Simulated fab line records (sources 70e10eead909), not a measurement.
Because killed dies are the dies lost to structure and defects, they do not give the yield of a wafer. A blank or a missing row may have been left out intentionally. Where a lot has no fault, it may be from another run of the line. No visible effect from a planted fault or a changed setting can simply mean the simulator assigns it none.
Which tool is to blame? -- flow nandHarc -- 12 lots with 36 wafers sampled at 2 steps, on a route of 1302 steps

## WHAT THE GAUGES SHOWED, per wafer
NHARC_P_M2_INSPECT_27.
lot,measured,on,rawDefectCount
L075,day 7 00:22,defectInspect-01,395 309 193
L077,day 7 22:20,defectInspect-01,412 390 545
L079,day 8 12:31,defectInspect-01,278 194 302
L081,day 9 07:02,defectInspect-01,403 316 401
L083,day 10 06:29,defectInspect-02,420 478 548
L085,day 11 03:16,defectInspect-02,182 267 245
L087,day 11 23:11,defectInspect-02,325 316 203
L089,day 12 22:46,defectInspect-02,236 327 229
L091,day 13 14:25,defectInspect-01,468 590 578
L093,day 14 16:40,defectInspect-02,436 249 329
L095,day 16 02:17,defectInspect-02,480 378 274
L097,day 16 12:06,defectInspect-01,393 242 145

## WHICH TOOL RAN EACH LOT (tool, then ch and the chambers of the sampled wafers, then the start)
lot,NHARC_P_M2_CMP_23
L075,"cmp-03 ch 0,1,2, day 6 23:55"
L077,"cmp-04 ch 0,1,2, day 7 21:55"
L079,"cmp-03 ch 0,2,3, day 8 12:02"
L081,"cmp-02 ch 0,1,2, day 9 06:39"
L083,"cmp-02 ch 0,1,3, day 10 06:01"
L085,"cmp-02 ch 0,1,3, day 11 02:46"
L087,"cmp-02 ch 0,2, day 11 22:43"
L089,"cmp-03 ch 0,3, day 12 22:18"
L091,"cmp-03 ch 0,1, day 13 13:58"
L093,"cmp-02 ch 0,2, day 14 16:13"
L095,"cmp-02 ch 2,3, day 16 01:49"
L097,"cmp-04 ch 2,3, day 16 11:39"
- NHARC_P_M2_CMP_23: polishes, t overpolish 20 s, target thk 144.3 nm.

## THE ANSWER, worked out from the rows above alone
Rule: what is usual is taken from the lots themselves. Put in order of their means at a reading, lots are off if they are a third of the lots or fewer, leave a main group of 4 or more, and stand apart from it by a gap of 3 or more times the standard deviation of the main group's means; of several such gaps the widest counts. If all means in a main group match to the digits the tables above print for the reading, that group is not used. Also off: a lot with no number at a reading for which 4 or more lots have one. Where the step has rows for the other lots, those lots are counted as sound.
Nothing can be told from this: no lot is off at any reading shown.

## WHAT HAD BEEN PUT IN BY THE SIMULATOR
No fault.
